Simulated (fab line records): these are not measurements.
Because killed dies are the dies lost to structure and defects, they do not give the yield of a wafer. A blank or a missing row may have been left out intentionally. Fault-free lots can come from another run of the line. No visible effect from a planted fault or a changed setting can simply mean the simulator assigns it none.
Matching of chambers	flow n5_finfet	N5_BEOL_M11_STRIP_19 on rie_diel-05 has 4 sister chambers
The step strips in O2. 15 wafers are shown with their chamber, then 7 later ones without.

== WAFERS WITH THEIR CHAMBER ==
wafer	chamber	showerhead_plenum_p_Torr (Torr)	throttle_valve_pct (%)	drypump_motor_current_A (A)
L594.2	2	2.12	16.74	5.9
L594.3	0	2.08	16.97	5.0
L594.5	3	2.15	16.95	5.8
L596.3	1	2.02	16.36	5.8
L596.4	0	2.08	16.99	5.0
L596.6	2	2.11	16.78	5.9
L599.1	0	2.08	17.00	5.0
L599.4	1	2.02	16.36	5.8
L600.1	3	2.15	16.99	5.8
L600.2	1	2.02	16.33	5.8
L600.4	2	2.11	16.78	5.9
L604.4	3	2.15	17.00	5.9
L604.6	1	2.02	16.37	5.9
L611.1	3	2.14	17.04	5.8
L611.2	2	2.10	16.80	6.0

SIGNATURES (averages over the wafers above)
reading	chamber 0	chamber 1	chamber 2	chamber 3	scatter within a chamber
showerhead_plenum_p_Torr	2.0800	2.0200	2.1100	2.1475	0.005
throttle_valve_pct	16.9867	16.3550	16.7750	16.9950	0.0259
drypump_motor_current_A	5.000	5.825	5.925	5.825	0.0452
Rule: a wafer lies at a distance from a chamber equal to the root of the sum of squares, over the readings, of (its reading less the chamber's mean, divided by the reading's scatter). The wafer belongs to the nearest chamber; if the next one is less than 2 further off, it can't be placed. The scatter: the root of (the sum of the squares of (reading less its chamber's mean) over the shown wafers, divided by (wafers less chambers)).

== WAFERS WITHOUT THEIR CHAMBER ==
wafer	showerhead_plenum_p_Torr (Torr)	throttle_valve_pct (%)	drypump_motor_current_A (A)
L611.5	2.10	16.82	6.0
L613.1	2.01	16.39	5.8
L613.2	2.10	16.81	6.0
L613.3	2.07	17.06	5.0
L612.1	2.10	16.83	5.9
L612.2	2.01	16.39	5.8
L612.3	2.07	17.05	5.0

== WHICH CHAMBER EACH WENT THROUGH ==
wafer	from the rows above	in truth
L611.5	2	2
L613.1	1	1
L613.2	2	2
L613.3	0	0
L612.1	2	2
L612.2	1	1
L612.3	0	0
Placed correctly: 7 of 7. Left unplaced by these rows: 0. Wrongly placed: 0.
